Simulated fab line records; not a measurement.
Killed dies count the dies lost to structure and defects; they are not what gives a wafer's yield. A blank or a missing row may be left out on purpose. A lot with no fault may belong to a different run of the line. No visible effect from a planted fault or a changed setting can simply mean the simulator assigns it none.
fab line records	flow nand_harc
record: lots: 6	wafers: 18	last_day: 33
route steps=1302 shown P_START@1 P_ZERO_WELL@2 P_STI@85 END@1302
lots untouched by any fault: they come from a run of this same line in which no faults occurred
start_h: start of the lot's first displayed wafer, in hours after the record's first day	wait_h: hours since the lot's step before	" repeats the value in the row above	L1.1+2: a single row standing in for several wafers	- value missing, or start not given	* or withheld: withheld	< > ~ a bound
route shown NAME@n: NAME is a module with steps in the file, n the number in the route of the first one	usual: the fault-free wafers' mean and standard deviation	same: alike in all rows	chamber/n: place in a boat	sites: readings site by site	_std_site: the values' standard deviation	_edge_site: outer sites' mean less inner sites'	radius_mm: how far each site lies from the wafer's centre	mask NAME#n: copy n	behind: the last tool/chamber to shape the wafer	hold: why the lot was held/for how many hours/how that ended	device: the transistor (n, p or np) that didn't switch	end of line: the tests these same wafers got at the end of their route	a step with no rows: only its recipe	killed: at the first sort, the dies lost to defects and structure; wafer yield is something else	map: a wafer's dies, marking killed ones x, the rest . and places with no die _
set.NAME: the setting that was run; set.NAME@STEP: the one run at that earlier step	model.NAME: the simulator's own value behind a step, which no gauge read
lots seen at some steps along the route; tables by step, rows by wafer
services: from which hour (start_h, from the record's first day; less than 0 if before it) a tool's chamber was out of use, for how many hours, and why
== steps ==
step: NHARC_P_START_INSPECT_01
usual: raw_defect_count: 3.3/2
lot.wafer	tool	chamber	start_h	wait_h	raw_defect_count
L921.4	defect_inspect-01	-	40.04	-	4
L921.5	"	-	"	"	4
L921.6	"	-	"	"	2
L931.1	defect_inspect-02	-	140.04	-	0
L931.3	"	-	"	"	2
L931.5	"	-	"	"	2
L933.1	defect_inspect-02	-	160.04	-	5
L933.2	"	-	"	"	6
L933.3	"	-	"	"	5
L939.2	defect_inspect-02	-	220.04	-	7
L939.3	"	-	"	"	3
L939.4	"	-	"	"	6
L941.2	defect_inspect-02	-	240.04	-	0
L941.3	"	-	"	"	5
L941.4	"	-	"	"	2
L942.1	defect_inspect-02	-	250.04	-	3
L942.3	"	-	"	"	7
L942.5	"	-	"	"	5
step: NHARC_P_ZERO_WELL_PRECLEAN_00
recipe: time_s: 600	temp_c: 120	chemistry: SPM
usual: bath_heat_duty_pct: 13.7/1.6
lot.wafer	tool	chamber	start_h	wait_h	bath_heat_duty_pct
L921.5	wet_bench-06	7	40.13	0.1	12.3
L921.4	"	0	"	"	12.1
L921.6	"	3	"	"	10.8
L931.1	wet_bench-03	0	140.12	0.1	15.6
L931.5	"	2	"	"	13.8
L931.3	"	3	"	"	10.6
L933.3	wet_bench-03	2	160.13	0.1	15.5
L933.2	"	3	"	"	10.6
L933.1	"	5	"	"	14.5
L939.2	wet_bench-06	5	220.15	0.1	12.9
L939.4	"	6	"	"	13.0
L939.3	"	7	"	"	12.9
L941.4	wet_bench-06	6	240.12	0.1	13.0
L941.2	"	7	"	"	13.0
L941.3	"	1	"	"	15.5
L942.5	wet_bench-03	3	250.13	0.1	11.7
L942.3	"	4	"	"	15.5
L942.1	"	5	"	"	14.8
step: NHARC_P_ZERO_WELL_SRD_01
step: NHARC_P_ZERO_WELL_PECVD_02
recipe: target_thk_a: 100	temp_c: 400	pressure_torr: 6.5	rf_w: withheld	teos_flow_sccm: withheld	flow_sccm: 2650	target_thk_nm: 10	gas: O2	material: SiO2
step: NHARC_P_ZERO_WELL_DEHYDRATE_03
recipe: temp_c: 150	time_s: 120
step: NHARC_P_ZERO_WELL_HMDS_04
recipe: time_s: 30
step: NHARC_P_ZERO_WELL_COAT_64
recipe: temp_c: 200	time_s: 65
step: NHARC_P_ZERO_WELL_COAT_05
recipe: spin_rpm: 2000	resist_thk_nm: 600
step: NHARC_P_ZERO_WELL_SOFTBAKE_06
recipe: temp_c: 125	time_s: 70
step: NHARC_P_ZERO_WELL_EBR_07
step: NHARC_P_ZERO_WELL_EXPOSE_08
recipe: na: 0.55	target_cd_nm: 500	dose_mj: 33.8	mask_id: P_ZERO
step: NHARC_P_ZERO_WELL_PEB_09
recipe: peb_temp_c: 128	peb_time_s: 80
step: NHARC_P_ZERO_WELL_DEVELOP_10
recipe: time_s: 50	dev_temp_c: 22
step: NHARC_P_ZERO_WELL_CD_MEAS_11
recipe: target_cd_nm: 500	landing_energy_ev: 500
usual: cd_nm: 499.8/1.4
lot.wafer	tool	chamber	start_h	wait_h	cd_nm
L921.4	cd_sem-02	0	41.27	-	499.3
L921.5	"	0	"	"	500.3
L921.6	"	0	"	"	502.3
L931.1	cd_sem-03	0	141.24	-	499.6
L931.3	"	0	"	"	498.8
L931.5	"	0	"	"	500.6
L933.1	cd_sem-02	0	161.24	-	502.5
L933.2	"	0	"	"	501.0
L933.3	"	0	"	"	501.5
L939.2	cd_sem-03	0	221.25	-	501.2
L939.3	"	0	"	"	500.7
L939.4	"	0	"	"	500.5
L941.2	cd_sem-01	0	241.11	-	498.0
L941.3	"	0	"	"	498.0
L941.4	"	0	"	"	499.7
L942.1	cd_sem-01	0	251.25	-	501.4
L942.3	"	0	"	"	504.8
L942.5	"	0	"	"	501.3
step: NHARC_P_ZERO_WELL_HARDBAKE_12
recipe: temp_c: 118	time_s: 65
step: NHARC_P_ZERO_WELL_DESCUM_13
recipe: time_s: 3	o2_flow_sccm: 200	ar_flow_sccm: 0	bias_power_w: 0	chemistry: O2
usual: drypump_motor_current_A: 5.8/0.59	oes_product_au: 1.001/0.008	rf_vpp_V: 57.6/0.91	showerhead_plenum_p_Torr: 1.86/0.066	throttle_valve_pct: 11.311/0.0091
lot.wafer	tool	chamber	start_h	wait_h	drypump_motor_current_A	oes_product_au	rf_hours_counter_h	rf_vpp_V	showerhead_plenum_p_Torr	throttle_valve_pct
L921.4	rie_diel-04	0	41.42	-	5.4	0.989	5	57.0	1.82	11.321
L921.6	"	0	"	"	5.4	0.997	-	57.0	1.82	11.316
L921.5	"	1	"	"	4.8	0.984	-	58.2	1.88	11.297
L931.1	rie_diel-07	0	141.79	-	6.5	0.989	9	57.2	1.81	11.319
L931.3	"	2	"	"	6.2	1.002	9	56.8	1.80	11.296
L931.5	"	0	"	"	6.4	0.991	-	57.2	1.81	11.328
L933.3	rie_diel-06	2	161.40	-	6.3	1.009	8	59.0	1.99	11.325
L933.1	"	0	"	"	4.8	1.009	5	57.1	1.84	11.304
L933.2	"	1	"	"	5.9	1.007	7	57.6	1.78	11.310
L939.3	rie_diel-04	1	221.40	-	4.9	1.006	7	58.2	1.86	11.293
L939.2	"	2	"	"	6.0	1.003	8	57.8	1.84	11.323
L939.4	"	0	"	"	5.4	0.987	6	57.9	1.80	11.312
L941.2	rie_diel-07	0	241.30	-	6.4	0.998	44	59.7	1.80	11.307
L941.3	"	1	"	"	5.4	1.005	35	57.4	1.99	11.294
L941.4	"	3	"	"	5.9	0.997	40	56.7	1.84	11.307
L942.1	rie_diel-04	1	251.41	-	4.8	0.990	19	57.8	1.86	11.327
L942.3	"	0	"	"	5.4	0.992	16	58.6	1.80	11.303
L942.5	"	2	"	"	6.0	0.998	-	57.9	1.83	11.324
step: NHARC_P_ZERO_WELL_ETCH_65
recipe: target_depth_a: 800	overetch_a: 240	time_s: 87.88	ion_energy_ev: 200	n2_flow_sccm: 150	h2_flow_sccm: 150	ar_flow_sccm: 0	rf_w: 400	bias_w: 150	chemistry: N2/H2
usual: drypump_motor_current_A: 5.8/0.6	oes_product_au: 1.001/0.008	rf_vpp_V: 429.2/2.2	showerhead_plenum_p_Torr: 1.99/0.077	throttle_valve_pct: 14.171/0.0097
lot.wafer	tool	chamber	start_h	wait_h	drypump_motor_current_A	oes_product_au	rf_hours_counter_h	rf_vpp_V	showerhead_plenum_p_Torr	throttle_valve_pct
L921.4	rie_diel-04	3	41.71	0.3	5.4	0.999	5	430.7	2.04	14.166
L921.5	"	3	"	"	5.4	0.997	-	433.2	2.04	14.162
L921.6	"	0	"	"	5.4	0.994	-	427.1	1.93	14.170
L931.3	rie_diel-07	3	141.89	0.1	5.8	0.998	9	428.0	1.97	14.184
L931.1	"	0	"	"	6.4	0.998	9	426.9	1.92	14.172
L931.5	"	0	"	"	6.5	1.003	-	426.2	1.93	14.172
L933.1	rie_diel-06	2	161.48	0.1	6.3	1.016	8	432.4	2.12	14.173
L933.2	"	3	"	"	6.7	1.008	8	429.7	2.01	14.162
L933.3	"	1	"	"	5.9	1.007	7	427.9	1.89	14.177
L939.4	rie_diel-04	0	221.49	0.1	5.4	1.001	6	427.4	1.91	14.166
L939.3	"	1	"	"	4.9	1.002	7	429.3	1.98	14.169
L939.2	"	3	"	"	5.4	1.014	7	428.6	2.01	14.173
L941.2	rie_diel-07	0	241.42	0.1	6.4	0.999	44	427.5	1.91	14.187
L941.3	"	1	"	"	5.4	0.986	35	433.4	2.12	14.166
L941.4	"	2	"	"	6.2	1.013	44	426.1	1.91	14.174
L942.3	rie_diel-04	1	251.49	0.1	4.9	1.011	19	429.8	1.98	14.156
L942.1	"	3	"	"	5.4	1.011	17	430.0	2.01	14.164
L942.5	"	2	"	"	6.0	1.012	-	426.3	1.95	14.166
step: NHARC_P_ZERO_WELL_ETCH_62
recipe: target_depth_a: 130	time_s: 6.5	chf3_flow_sccm: 50	ar_flow_sccm: 200	rf_w: 500	bias_w: 200	chemistry: CHF3/Ar
usual: drypump_motor_current_A: 5.8/0.61	oes_product_au: 0.962/0.017	rf_vpp_V: 369.3/1.8	showerhead_plenum_p_Torr: 2.29/0.078	throttle_valve_pct: 20.215/0.0092
lot.wafer	tool	chamber	start_h	wait_h	drypump_motor_current_A	oes_product_au	rf_hours_counter_h	rf_vpp_V	showerhead_plenum_p_Torr	throttle_valve_pct
L921.4	rie_diel-04	3	-	-	5.4	0.939	5	370.2	2.34	20.225
L921.6	"	1	"	"	4.9	0.935	-	370.2	2.31	20.230
L921.5	"	2	"	"	6.0	0.943	-	368.6	2.28	20.226
L931.3	rie_diel-07	3	-	-	5.8	0.947	9	368.1	2.27	20.217
L931.1	"	0	"	"	6.5	0.953	9	368.7	2.22	20.226
L931.5	"	3	"	"	5.8	0.953	-	369.6	2.27	20.204
L933.3	rie_diel-06	2	-	-	6.4	0.964	8	373.0	2.43	20.224
L933.1	"	3	"	"	6.7	0.975	8	369.4	2.31	20.221
L933.2	"	0	"	"	4.8	0.991	5	368.7	2.26	20.201
L939.2	rie_diel-04	0	-	-	5.4	0.970	6	367.3	2.21	20.220
L939.4	"	2	"	"	6.0	0.965	8	369.2	2.25	20.242
L939.3	"	3	"	"	5.4	0.981	7	370.1	2.32	20.214
L941.2	rie_diel-07	3	-	-	5.9	0.938	41	368.3	2.25	20.207
L941.4	"	0	"	"	6.4	0.947	44	367.6	2.21	20.222
L941.3	"	1	"	"	5.3	0.943	35	373.0	2.43	20.210
L942.1	rie_diel-04	0	-	-	5.4	0.963	16	366.3	2.21	20.212
L942.3	"	1	"	"	4.9	0.958	19	370.8	2.28	20.227
L942.5	"	1	"	"	4.9	0.952	-	368.7	2.28	20.213
step: NHARC_P_ZERO_WELL_ETCH_63
recipe: target_depth_a: 1200	time_s: 40.1	hbr_flow_sccm: 150	cl2_flow_sccm: 50	rf_w: 400	icp_w: 400	bias_w: 100	chemistry: HBr/Cl2
usual: drypump_motor_current_A: 5.7/0.46	oes_product_au: 1.002/0.0074	throttle_valve_pct: 26.406/0.0094
lot.wafer	tool	chamber	start_h	wait_h	drypump_motor_current_A	oes_product_au	rf_hours_counter_h	throttle_valve_pct
L921.4	rie_si-01	3	41.94	-	5.7	0.982	0.06	26.410
L921.5	"	1	"	"	6.0	0.997	-	26.417
L921.6	"	2	"	"	6.1	1.012	-	26.409
L931.1	rie_si-01	0	142.09	-	5.2	1.003	0.68	26.391
L931.3	"	1	"	"	5.9	1.012	0.72	26.395
L931.5	"	0	"	"	5.2	1.006	-	26.405
L933.3	rie_si-01	3	161.65	-	5.7	1.006	0.77	26.396
L933.1	"	1	"	"	6.0	1.004	0.85	26.415
L933.2	"	2	"	"	6.1	0.997	0.73	26.420
L939.4	rie_si-02	2	221.66	-	4.9	1.007	0.63	26.393
L939.2	"	3	"	"	5.9	1.000	0.70	26.397
L939.3	"	1	"	"	6.7	1.007	0.69	26.402
L941.2	rie_si-01	1	241.91	-	5.9	0.993	0.22	26.399
L941.3	"	2	"	"	6.1	1.016	0.19	26.420
L941.4	"	0	"	"	5.2	1.002	0.16	26.416
L942.3	rie_si-01	1	251.68	-	6.0	0.994	0.31	26.417
L942.1	"	3	"	"	5.7	1.000	0.24	26.400
L942.5	"	0	"	"	5.2	0.999	-	26.403
step: NHARC_P_ZERO_WELL_STRIP_15
recipe: time_s: 900	temp_c: 130	chemistry: SPM
step: NHARC_P_ZERO_WELL_DEHYDRATE_16
recipe: temp_c: 150	time_s: 120
step: NHARC_P_ZERO_WELL_HMDS_17
recipe: time_s: 30
step: NHARC_P_ZERO_WELL_COAT_18
recipe: spin_rpm: withheld
step: NHARC_P_ZERO_WELL_SOFTBAKE_19
recipe: temp_c: 122	time_s: 95
step: NHARC_P_ZERO_WELL_EBR_20
step: NHARC_P_ZERO_WELL_EXPOSE_21
recipe: na: 0.6	target_cd_nm: 720	dose_mj: 22.31	mask_id: P_NWELL
step: NHARC_P_ZERO_WELL_PEB_22
recipe: peb_temp_c: 118	peb_time_s: 85
step: NHARC_P_ZERO_WELL_DEVELOP_23
recipe: time_s: 70
step: NHARC_P_ZERO_WELL_CD_MEAS_24
recipe: target_cd_nm: 720	landing_energy_ev: 500
usual: cd_nm: 719.9/1.1
lot.wafer	tool	chamber	start_h	wait_h	cd_nm
L921.4	cd_sem-03	0	42.85	-	720.5
L921.5	"	0	"	"	720.7
L921.6	"	0	"	"	720.4
L931.1	cd_sem-03	0	143.03	-	720.7
L931.3	"	0	"	"	719.9
L931.5	"	0	"	"	719.3
L933.1	cd_sem-02	0	162.45	-	719.5
L933.2	"	0	"	"	721.1
L933.3	"	0	"	"	718.2
L939.2	cd_sem-03	0	222.61	-	720.6
L939.3	"	0	"	"	721.7
L939.4	"	0	"	"	719.4
L941.2	cd_sem-01	0	242.71	-	719.8
L941.3	"	0	"	"	721.4
L941.4	"	0	"	"	719.8
L942.1	cd_sem-03	0	252.59	-	719.9
L942.3	"	0	"	"	719.8
L942.5	"	0	"	"	720.1
step: NHARC_P_ZERO_WELL_HARDBAKE_25
recipe: temp_c: 125	time_s: 80
step: NHARC_P_ZERO_WELL_DESCUM_26
recipe: time_s: 3	o2_flow_sccm: 200	ar_flow_sccm: 0	bias_power_w: 0	chemistry: O2
usual: drypump_motor_current_A: 5.9/0.57	oes_product_au: 1.001/0.008	rf_vpp_V: 57.7/0.95	showerhead_plenum_p_Torr: 1.87/0.073	throttle_valve_pct: 11.311/0.0094
lot.wafer	tool	chamber	start_h	wait_h	drypump_motor_current_A	oes_product_au	rf_hours_counter_h	rf_vpp_V	showerhead_plenum_p_Torr	throttle_valve_pct
L921.4	rie_diel-06	0	43.00	-	4.8	0.988	27	55.6	1.85	11.303
L921.6	"	0	"	"	4.8	0.992	-	58.9	1.85	11.317
L921.5	"	1	"	"	5.9	1.003	-	58.0	1.79	11.310
L931.1	rie_diel-06	1	143.22	-	5.9	1.013	2	57.4	1.78	11.324
L931.3	"	2	"	"	6.3	1.007	2	58.1	1.99	11.310
L931.5	"	2	"	"	6.3	1.003	-	57.6	1.99	11.297
L933.1	rie_diel-07	0	162.61	-	6.4	0.994	14	58.1	1.81	11.321
L933.2	"	1	"	"	5.4	0.998	4	58.6	2.00	11.313
L933.3	"	2	"	"	6.2	0.996	14	57.8	1.80	11.314
L939.4	rie_diel-07	0	222.76	-	6.4	0.992	37	57.4	1.80	11.318
L939.3	"	2	"	"	6.2	0.999	37	58.5	1.80	11.310
L939.2	"	3	"	"	5.9	1.004	33	58.0	1.84	11.297
L941.4	rie_diel-04	0	242.87	-	5.4	0.992	14	58.2	1.80	11.313
L941.3	"	1	"	"	4.8	1.002	16	59.0	1.86	11.306
L941.2	"	2	"	"	6.0	1.006	16	56.6	1.83	11.302
L942.1	rie_diel-07	2	252.75	-	6.2	1.004	47	58.7	1.79	11.330
L942.3	"	1	"	"	5.4	1.003	37	57.2	1.98	11.298
L942.5	"	2	"	"	6.2	0.996	-	57.7	1.79	11.308
step: NHARC_P_ZERO_WELL_INSPECT_43
usual: raw_defect_count: 13/6.3
lot.wafer	tool	chamber	start_h	wait_h	raw_defect_count
L921.4	defect_inspect-01	-	47.95	0.2	20
L921.5	"	-	"	"	11
L921.6	"	-	"	"	24
L931.1	defect_inspect-02	-	148.25	0.6	8
L931.3	"	-	"	"	720
L931.5	"	-	"	"	16
L933.1	defect_inspect-01	-	167.95	0.6	17
L933.2	"	-	"	"	855
L933.3	"	-	"	"	11
L939.2	defect_inspect-02	-	227.56	0.5	2
L939.3	"	-	"	"	9
L939.4	"	-	"	"	6
L941.2	defect_inspect-01	-	247.73	0.5	16
L941.3	"	-	"	"	19
L941.4	"	-	"	"	15
L942.1	defect_inspect-01	-	257.56	0.6	12
L942.3	"	-	"	"	20
L942.5	"	-	"	"	19
step: NHARC_P_STI_INSPECT_11
usual: raw_defect_count: 6/3.3
lot.wafer	tool	chamber	start_h	wait_h	raw_defect_count
L921.4	defect_inspect-02	-	63.97	0.0	5
L921.5	"	-	"	"	7
L921.6	"	-	"	"	9
L931.1	defect_inspect-02	-	166.40	0.0	0
L931.3	"	-	"	"	722
L931.5	"	-	"	"	6
L933.1	defect_inspect-02	-	183.18	0.0	5
L933.2	"	-	"	"	833
L933.3	"	-	"	"	5
L939.2	defect_inspect-01	-	245.14	0.0	6
L939.3	"	-	"	"	5
L939.4	"	-	"	"	5
L941.2	defect_inspect-02	-	266.07	0.0	2
L941.3	"	-	"	"	3
L941.4	"	-	"	"	1
L942.1	defect_inspect-01	-	276.13	0.0	4
L942.3	"	-	"	"	8
L942.5	"	-	"	"	8
step: NHARC_END_SORT_01
recipe: temp_c: 25
usual: killed_at_array: 56/19	killed_at_other: 1.0/1.5	killed_at_periphery: 3.4/2.4	killed_dies: 60/19	killed_open: 3.3/1.8	killed_short: 2.4/1.7
same: gross_dies: 677
lot.wafer	tool	chamber	start_h	wait_h	killed_at_array	killed_at_other	killed_at_periphery	killed_dies	killed_open	killed_short
L931.3	prober-01	0	662.08	3.1	39	2	78	119	4	1
L933.1	prober-02	0	708.87	2.5	58	0	2	60	5	2
L933.2	prober-02	0	709.68	2.8	61	0	78	139	3	8
killed by level:class
L931.3 P_ZERO_WELL:unspecified=74 A_CHANNEL_HOLE_D1:chamber_film_flake=23 A_SLIT:chamber_film_flake=3 A_CONTACT:chamber_film_flake=3 P_GATE:geometric_particle:open=2 A_DECK1_JOINT:chamber_film_flake=2 A_CHANNEL_HOLE_D2:chamber_film_flake=2 A_STAIRCASE:chamber_film_flake=2
L933.1 A_SLIT:chamber_film_flake=27 A_CHANNEL_HOLE_D2:chamber_film_flake=17 A_CHANNEL_HOLE_D1:chamber_film_flake=5 A_CHANNEL_FILL_D2:geometric_particle:open=3 A_ONON_D2:geometric_particle:open=2 P_M0:geometric_particle:short=1 A_DECK1_JOINT:geometric_particle:short=1 P_GATE:chamber_film_flake=1
L933.2 P_ZERO_WELL:unspecified=76 A_SLIT:chamber_film_flake=23 A_CHANNEL_HOLE_D2:chamber_film_flake=21 A_CHANNEL_FILL_D2:geometric_particle:short=4 A_CHANNEL_HOLE_D1:chamber_film_flake=2 A_CHANNEL_FILL_D2:chamber_film_flake=2 A_STAIRCASE:chamber_film_flake=2 P_STI:geometric_particle:short=1
map L931.3 (x killed, . not)
____________.____________
_________xxxxx.._________
_______xxxxxx....._______
______xxxxxxxx.....______
_____xxxxxxxxx......_____
____xxxxxxxxx........____
____.xxxxxxxxx.......____
___.x.xxxxxxx.........___
___...xxxxxx..........___
__.....xxxx.x..........__
__.....xxx.x...........__
_.....x.xx..x..........._
_.....x.x..............._
_......................._
_...x..................._
_........x.......x......_
.........................
.........................
.........................
.....................x...
.x..................xx.xx
_........x........x.xxx._
_...........x......x.xx._
_................x.x.xxx_
_..................x.x.._
_..........x.......xxxxx_
__..........x........x.__
__.........x.........x.__
___.......x...........___
___...................___
____...x..x.....x....____
____........x....x...____
_____........x....x._____
______...........x.______
_______..........._______
_________......._________
____________.____________
map L933.2 (x killed, . not)
____________x____________
_________xxxxx.._________
_______xxxxxxx...x_______
______xxxxxxx.x..xx______
_____xxxxxxxxx..xxxx_____
____xxxxxxxxx..x.xxxx____
____.xxxxxxxxxx.xx.xx____
___.x.xxxxxxxx..xxxxx.___
___...xxxxxxx........x___
__....xxxxxxx...x.x....__
__.....x.xxx......x.x..__
_......x................_
_......................._
_......................._
_......................._
_....x.................._
...................x.....
.........................
....................x....
..........x......x.....x.
.........................
_......................._
_......................._
_......x.x.............._
_........x.......xx....._
_..........x............_
__.....................__
__...........x.........__
___...................___
___...................___
____....xx...........____
____......xx.........____
_____...xxxxx......._____
______xxxxx........______
_______xxx.xx....._______
_________xxx.x.._________
____________.____________
== services ==
tool	chamber	start_h	hours	kind
wet_bench-06	-	17.60	8.0	pm
rie_diel-04	0	22.78	-	clean
rie_diel-04	1	22.78	-	clean
rie_diel-04	2	22.78	-	clean
rie_diel-04	2	22.78	-	consumable_replace:focus_ring
rie_diel-04	3	22.78	-	clean
wet_bench-03	-	34.41	8.0	pm
rie_diel-06	2	51.78	8.6	repair
rie_diel-06	1	59.78	8.3	repair
rie_diel-07	3	60.62	1.8	repair
rie_si-02	-	100.00	9.0	pm
wet_bench-06	-	107.43	1.4	repair
rie_diel-07	-	117.23	9.0	pm
rie_diel-06	1	130.14	2.1	repair
rie_diel-06	-	130.21	9.0	pm
rie_diel-07	1	130.85	20.2	repair
rie_si-01	2	137.37	12.0	repair
rie_diel-07	3	146.30	6.3	repair
wet_bench-06	-	155.74	3.3	repair
rie_diel-04	-	190.78	9.0	pm
rie_si-01	-	193.00	9.0	pm
wet_bench-06	-	193.60	8.0	pm
wet_bench-03	-	210.41	8.0	pm
rie_diel-06	0	226.57	5.1	repair
== key ==
first_sign: step: NHARC_P_ZERO_WELL_INSPECT_43	reading: raw_defect_count	direction: up	sigmas: 99+	usual: 13	struck: 788
effect: step: NHARC_P_STI_INSPECT_11	reading: raw_defect_count	direction: up	sigmas: 99+	usual: 6	struck: 778
effect: step: NHARC_END_SORT_01	reading: killed_at_periphery	direction: up	sigmas: 32	usual: 3.4	struck: 78
more_kills_born_at: NHARC_P_ZERO_WELL_PRECLEAN_00@wet_bench-03: 150
met_at NHARC_P_ZERO_WELL_PRECLEAN_00
struck_wafers L931.3,L933.2
tester_left_out L931,L933
fault: kind: chamber_particle_source	tool: wet_bench-03	chamber: 3	onset_h: 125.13	steps: NHARC_P_ZERO_WELL_PRECLEAN_00	rate_per_visit_cm2: 1.1966	end_h: 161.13
tester_left_out: of these lots the tester's yield and bins aren't shown, on N5 and GAA mostly nor the transistor test; their killed dies are dies lost to structure and defects alone, not to doping, threshold or leakage, so they don't give the yield
